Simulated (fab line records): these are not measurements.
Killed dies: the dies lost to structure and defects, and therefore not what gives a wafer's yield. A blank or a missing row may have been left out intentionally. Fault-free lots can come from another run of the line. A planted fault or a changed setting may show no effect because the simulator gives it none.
fab line records | flow n5_finfet
[record] lots = 11 wafers = 30 last_day = 18
route steps=1938 shown BEOL_M7@1321 BEOL_M8@1347
lots that met no fault: taken from a fault-free run of the same line
start_h: the number of hours between the record's first day and the start of the first shown wafer of the lot | wait_h: hours since the lot's step before | " unchanged from the row above | L1.1+2: a single row standing in for several wafers | - no value present, or no start provided | * or withheld: withheld | < > ~ a bound
route shown NAME@n: a module of which the file shows steps, and the number in the route of the first | usual: mean/standard deviation taken from wafers without a fault | same: alike in all rows | chamber/n: place in a boat | sites: the reading at each site | _std_site: standard deviation across them | _edge_site: outer sites' mean less inner sites' | radius_mm: for every site, how far away it sits from the centre of the wafer | mask NAME#n: copy n | behind: tool/chamber where the wafer was last shaped | hold: the reason the lot was held/the length of the hold in hours/how it ended | device: the transistor (n, p or np) that didn't switch | end of line: tests run on the same wafers once the route is complete | step lacking rows: just its recipe | killed: dies lost to structure and defects at the first sort, not the wafer's yield | map: per-die view of a wafer (x killed, . not killed, _ where there is no die)
set.NAME: the run value of the setting; set.NAME@STEP: its run value at that earlier step | model.NAME: the simulator's own value behind a step, which no gauge read
route steps across a sampled set of lots; one table per step, one row per wafer
services: a tool's chamber out of use, with start hour (start_h, from the record's first day; less than 0 if before it), hours out, and reason
[[steps]]
[step N5_BEOL_M7_SURFACE_TREAT_79]
[recipe] gas = Ar time_s = * ion_energy_ev = * ion_current_ma_cm2 = 0.5 pressure_mtorr = * ar_flow_sccm = 30
[usual] throttle_valve_pct = *
// columns lot.wafer tool chamber start_h wait_h throttle_valve_pct
L765.1 pvd_sputter-01 - 233.29 0.2 *
L765.2 " - " " *
L765.5 " - " " *
L764.3 pvd_sputter-03 - 236.18 0.2 *
L764.4 " - " " *
L764.6 " - " " *
L769.4 pvd_sputter-03 - 253.34 0.0 *
L769.5 " - " " *
L773.2 pvd_sputter-03 - 280.16 0.4 *
L773.5 " - " " *
L773.6 " - " " *
L778.1 pvd_sputter-03 - 310.01 0.2 *
L778.3 " - " " *
L778.5 " - " " *
L776.3 pvd_sputter-02 - 310.40 0.2 *
L776.4 " - " " *
L776.5 " - " " *
L779.1 pvd_sputter-03 - 312.11 0.4 *
L779.2 " - " " *
L779.6 " - " " *
L780.1 pvd_sputter-03 - 325.50 1.5 *
L780.5 " - " " *
L782.2 pvd_sputter-01 - 333.27 0.3 *
L782.6 " - " " *
L784.4 pvd_sputter-01 - 338.62 1.4 *
L784.5 " - " " *
L784.6 " - " " *
L785.1 pvd_sputter-03 - 355.02 1.3 *
L785.3 " - " " *
L785.5 " - " " *
[step N5_BEOL_M8_INSPECT_13]
[recipe] mode = adi inspect_instrument = brightfield
[usual] raw_defect_count = 440/96
// columns lot.wafer tool chamber start_h wait_h raw_defect_count
L765.1 defect_inspect-01 - 237.24 0.0 482
L765.2 " - " " 449
L765.5 " - " " 374
L764.3 defect_inspect-02 - 240.35 0.0 402
L764.4 " - " " 630
L764.6 " - " " 413
L769.4 defect_inspect-01 - 258.87 0.0 786
L769.5 " - " " 663
L773.2 defect_inspect-02 - 284.49 0.0 359
L773.5 " - " " 401
L773.6 " - " " 449
L778.1 defect_inspect-02 - 313.22 0.0 424
L778.3 " - " " 465
L778.5 " - " " 508
L776.3 defect_inspect-02 - 313.64 0.0 488
L776.4 " - " " 503
L776.5 " - " " 434
L779.1 defect_inspect-02 - 316.40 0.0 402
L779.2 " - " " 406
L779.6 " - " " 419
L780.1 defect_inspect-01 - 328.81 0.0 504
L780.5 " - " " 620
L782.2 defect_inspect-02 - 336.99 0.0 488
L782.6 " - " " 540
L784.4 defect_inspect-01 - 343.08 0.0 308
L784.5 " - " " 358
L784.6 " - " " 313
L785.1 defect_inspect-02 - 359.76 0.0 584
L785.3 " - " " 479
L785.5 " - " " 561
[step N5_BEOL_M8_ETCH_61]
[recipe] chemistry = CF4 target = SiARC target_depth_a = 455 mask_material = CAR-ArF time_s = 75.8 ion_energy_ev = 80 pressure_mtorr = 40 source_w = 545 bias_w = 36 Ar_flow_sccm = 100 cf4_flow_sccm = 100 ends = cleared
[usual] drypump_motor_current_A = 5.7/0.45 etch_rf_on_time_s = 75.6/1.7 oes_product_au = 0.71/0.067 rf_vpp_V = 183.7/1.1 showerhead_plenum_p_Torr = 2.11/0.056 throttle_valve_pct = 15.52/0.2
// columns lot.wafer tool chamber start_h wait_h drypump_motor_current_A etch_rf_on_time_s oes_product_au rf_hours_counter_h rf_vpp_V showerhead_plenum_p_Torr throttle_valve_pct
L765.1 rie_diel-01 2 238.14 0.0 5.8 79.8 0.72 47 184.0 2.09 15.58
L765.2 " 3 " " 6.1 76.0 0.69 94 183.2 2.07 15.20
L765.5 " 0 " " 4.8 74.4 0.58 - 183.6 2.13 16.14
L764.3 rie_diel-01 2 240.61 0.0 5.8 79.3 0.72 48 182.6 2.09 15.59
L764.4 " 1 " " 6.3 75.4 0.78 - 183.1 2.09 15.34
L764.6 " 3 " " 6.1 74.8 0.70 - 182.5 2.07 15.20
L769.4 rie_diel-03 3 258.94 0.0 5.8 75.9 0.66 123 185.3 2.14 15.72
L769.5 " 3 " " 5.8 75.4 0.65 - 182.7 2.14 15.73
L773.2 rie_diel-06 3 284.69 0.0 6.0 73.2 0.81 8 182.9 2.10 15.49
L773.5 " 0 " " 5.7 74.2 0.65 - 183.8 2.06 15.43
L773.6 " 2 " " 4.9 73.9 0.73 - 184.7 2.15 15.68
L778.1 rie_diel-06 1 313.48 0.0 5.8 72.6 0.82 7 184.3 2.11 15.46
L778.3 " 3 " " 6.0 74.3 0.78 20 182.6 2.10 15.51
L778.5 " 2 " " 4.9 73.6 0.73 - 184.8 2.15 15.73
L776.3 rie_diel-03 1 314.03 0.0 5.9 74.6 0.73 60 185.2 2.17 15.18
L776.4 " 3 " " 5.8 76.6 0.63 142 184.7 2.14 15.76
L776.5 " 1 " " 5.9 74.6 0.73 - 185.8 2.17 15.20
L779.1 rie_diel-06 1 316.79 0.0 5.7 74.3 0.80 9 183.2 2.11 15.46
L779.2 " 3 " " 6.0 75.7 0.77 22 183.9 2.10 15.54
L779.6 " 3 " " 6.0 75.2 0.77 - 185.9 2.10 15.52
L780.1 rie_diel-03 1 329.03 0.0 5.8 73.8 0.73 67 184.0 2.16 15.22
L780.5 " 3 " " 5.8 75.9 0.64 - 184.0 2.13 15.77
L782.2 rie_diel-06 0 337.06 0.0 5.8 76.2 0.63 176 183.5 2.05 15.47
L782.6 " 1 " " 5.8 75.1 0.77 - 183.3 2.10 15.49
L784.4 rie_diel-03 1 344.25 0.0 5.8 74.3 0.72 72 185.1 2.16 15.23
L784.5 " 1 " " 5.8 74.6 0.72 - 183.8 2.16 15.21
L784.6 " 2 " " 5.9 77.4 0.75 - 185.9 2.27 15.57
L785.1 rie_diel-03 2 360.00 0.0 5.9 77.4 0.74 44 185.1 2.27 15.54
L785.3 " 1 " " 5.9 74.7 0.71 78 185.4 2.16 15.22
L785.5 " 0 " " 5.2 76.8 0.58 - 181.7 2.02 15.65
[step N5_BEOL_M8_STRIP_19]
[recipe] chemistry = O2 power_w = 400 temp_c = 40 pressure_mtorr = 30 rf_frequency_hz = 6e+07 bias_power_w = 0 overash_fraction = 0.2 o2_flow_sccm = 225
[usual] chamber_pressure_mTorr = 30.00/0.036 drypump_motor_current_A = 5.7/0.4 oes_product_au = 0.81/0.085 rf_vpp_V = 3.7/0.6 showerhead_plenum_p_Torr = 2.08/0.08 throttle_valve_pct = 16.65/0.22
// columns lot.wafer tool chamber start_h wait_h chamber_pressure_mTorr drypump_motor_current_A oes_product_au rf_hours_counter_h rf_vpp_V showerhead_plenum_p_Torr throttle_valve_pct
L765.1 rie_diel-01 1 238.66 0.2 29.98 6.3 0.91 17 3.7 2.06 16.51
L765.2 " 3 " " 30.00 6.1 0.81 94 3.7 2.03 16.29
L765.5 " 1 " " 30.00 6.3 0.90 - 3.9 2.06 16.51
L764.3 rie_diel-06 1 241.33 0.4 30.03 5.7 0.68 234 2.6 2.06 16.88
L764.4 " 0 " " 30.03 5.7 0.78 136 4.5 2.00 16.33
L764.6 " 0 " " 30.00 5.7 0.78 - 4.2 2.00 16.35
L769.4 rie_diel-03 0 259.32 0.1 30.05 5.2 0.70 213 3.9 1.98 16.63
L769.5 " 1 " " 29.98 5.9 0.87 - 2.2 2.15 16.35
L773.2 rie_diel-06 3 285.09 0.1 29.95 6.0 0.95 8 2.9 2.08 16.73
L773.5 " 2 " " 30.06 4.9 0.86 - 4.0 2.12 16.82
L773.6 " 0 " " 38.93 5.7 0.76 - 3.7 1.99 16.36
L778.1 rie_diel-03 2 313.95 0.2 29.98 5.8 0.91 27 4.3 2.24 16.68
L778.3 " 3 " " 30.02 5.8 0.75 142 5.0 2.12 16.95
L778.5 " 3 " " 30.02 5.8 0.77 - 3.6 2.12 16.96
L776.3 rie_diel-03 1 314.39 0.1 30.00 5.8 0.84 60 4.3 2.15 16.36
L776.4 " 0 " " 30.05 5.2 0.68 232 3.3 1.97 16.67
L776.5 " 0 " " 30.04 5.2 0.68 - 2.8 1.97 16.69
L779.1 rie_diel-03 3 317.47 0.4 30.01 5.8 0.76 143 3.6 2.12 16.97
L779.2 " 2 " " 29.99 5.8 0.90 29 3.9 2.24 16.70
L779.6 " 1 " " 30.01 5.9 0.84 - 4.4 2.15 16.39
L780.1 rie_diel-01 2 329.39 0.1 29.99 5.8 0.83 80 4.0 2.06 16.84
L780.5 " 3 " " 30.01 6.1 0.79 - 3.5 2.02 16.35
L782.2 rie_diel-03 3 337.42 0.1 29.96 5.8 0.74 151 3.1 2.11 16.96
L782.6 " 3 " " 30.01 5.8 0.75 - 3.6 2.11 17.00
L784.4 rie_diel-03 2 344.61 0.1 29.96 5.8 0.89 39 3.1 2.24 16.71
L784.5 " 1 " " 29.92 5.9 0.83 - 3.1 2.14 16.41
L784.6 " 2 " " 30.03 5.8 0.88 - 2.5 2.24 16.73
L785.1 rie_diel-01 3 360.60 0.3 29.95 6.1 0.77 138 4.5 2.02 16.38
L785.3 " 2 " " 29.95 5.8 0.82 92 3.0 2.05 16.88
L785.5 " 3 " " 30.02 6.1 0.77 - 3.9 2.02 16.39
[[services]]
// columns tool chamber start_h hours kind
rie_diel-06 1 214.36 13.2 repair
rie_diel-03 - 219.88 28.1 pm
rie_diel-01 0 238.87 - clean
rie_diel-01 0 238.87 - consumable_replace:focus_ring
rie_diel-01 0 238.87 17.9 scheduled_down
rie_diel-01 0 238.87 17.9 vent_cycle
pvd_sputter-03 - 239.40 1.2 repair
rie_diel-06 3 242.28 - clean
rie_diel-06 3 242.28 - consumable_replace:focus_ring
rie_diel-06 3 242.28 19.6 scheduled_down
rie_diel-06 3 242.28 19.6 vent_cycle
rie_diel-06 1 282.21 - clean
rie_diel-06 1 282.21 - consumable_replace:focus_ring
rie_diel-06 1 282.21 13.8 scheduled_down
rie_diel-06 1 282.21 13.8 vent_cycle
rie_diel-01 2 306.55 1.8 repair
rie_diel-01 - 317.64 2.8 pm
pvd_sputter-01 - 352.83 2.6 repair
[[key]]
[first_sign] step = N5_BEOL_M8_STRIP_19 reading = chamber_pressure_mTorr direction = up sigmas = 99+ usual = * struck = *
effect none on later readings
met_at N5_BEOL_M8_STRIP_19
struck_lots L773
struck_wafers L773.6
not_acting_at N5_BEOL_M7_SURFACE_TREAT_79,N5_BEOL_M8_INSPECT_13,N5_BEOL_M8_ETCH_61
onset_between 241.33 285.09
[fault] kind = process_parameter_drift tool = rie_diel-06 chamber = 0 onset_h = 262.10 steps = N5_BEOL_M8_STRIP_19 channel = pressure_mtorr offset = * shape = step end_h = 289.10 acts_in = * stated = *
